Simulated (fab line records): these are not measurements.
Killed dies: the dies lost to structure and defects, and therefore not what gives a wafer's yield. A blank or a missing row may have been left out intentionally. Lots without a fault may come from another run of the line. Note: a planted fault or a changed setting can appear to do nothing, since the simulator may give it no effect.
What tool caused it?    flow n5-finfet    24 lots (72 wafers sampled), 1 step of a 1938-step route

== WHAT THE GAUGES READ, wafer by wafer ==
N5_BEOL_M1_INSPECT_30: inspects for defects (brightfield).
lot   measured      on                 raw-defect-count
L074  day 6 01:46   defect-inspect-02  439 281 452
L075  day 6 13:21   defect-inspect-01  339 339 470
L076  day 6 19:37   defect-inspect-01  377 403 362
L077  day 6 20:38   defect-inspect-01  548 593 373
L078  day 7 06:26   defect-inspect-01  637 527 567
L079  day 7 09:43   defect-inspect-02  350 435 399
L080  day 7 15:02   defect-inspect-01  302 520 603
L081  day 7 23:14   defect-inspect-01  761 552 648
L082  day 8 04:07   defect-inspect-02  689 315 439
L083  day 8 08:49   defect-inspect-01  529 357 569
L084  day 8 16:19   defect-inspect-01  560 511 343
L085  day 9 02:55   defect-inspect-01  563 397 517
L087  day 9 13:22   defect-inspect-01  344 340 365
L086  day 9 13:34   defect-inspect-02  405 319 334
L088  day 9 17:12   defect-inspect-02  401 471 411
L089  day 9 22:04   defect-inspect-02  290 454 386
L090  day 10 02:06  defect-inspect-02  350 342 434
L091  day 10 11:50  defect-inspect-01  416 323 293
L092  day 10 12:47  defect-inspect-02  367 378 458
L093  day 10 18:22  defect-inspect-01  564 417 467
L094  day 11 04:46  defect-inspect-02  454 431 348
L096  day 11 12:51  defect-inspect-01  389 403 461
L095  day 11 13:05  defect-inspect-02  369 394 288
L097  day 12 05:03  defect-inspect-02  437 497 325

== WHAT TOOL EACH LOT RAN ON (gives the tool, then ch and the chambers of the sampled wafers, and finally the start) ==
The record shows no process step preceding these readings.

== AS READ BY THE TOOLS THEMSELVES (means over the sampled wafers that have a number; for cases with no such wafer, the mark the record gives instead) ==
The record holds no such reading with a usual standard deviation.

== THE ANSWER, worked out from the rows above alone ==
Rule: what is usual is taken from the lots themselves. Put in order of their means at a reading, lots are off if they are a third of the lots or fewer, leave a main group of 4 or more, and stand apart from it by a gap of 3 or more times the standard deviation of the main group's means; of several such gaps the widest counts. Not used: any main group whose means are identical at the precision the tables above print for the reading. A lot without any number at a reading at which 4 lots or more have one is off too. Where the step has rows for the other lots, those lots are counted as sound. Order of review: gauges by route order, followed by the tools' own readings, for which a lot's mean as printed above is used. At the first step where some lot is off, the reading lying furthest off is the one used; lots without a number count as furthest.
Nothing can be told from this: no lot is off at any reading shown.

== WHAT THE SIMULATOR HAD PUT IN ==
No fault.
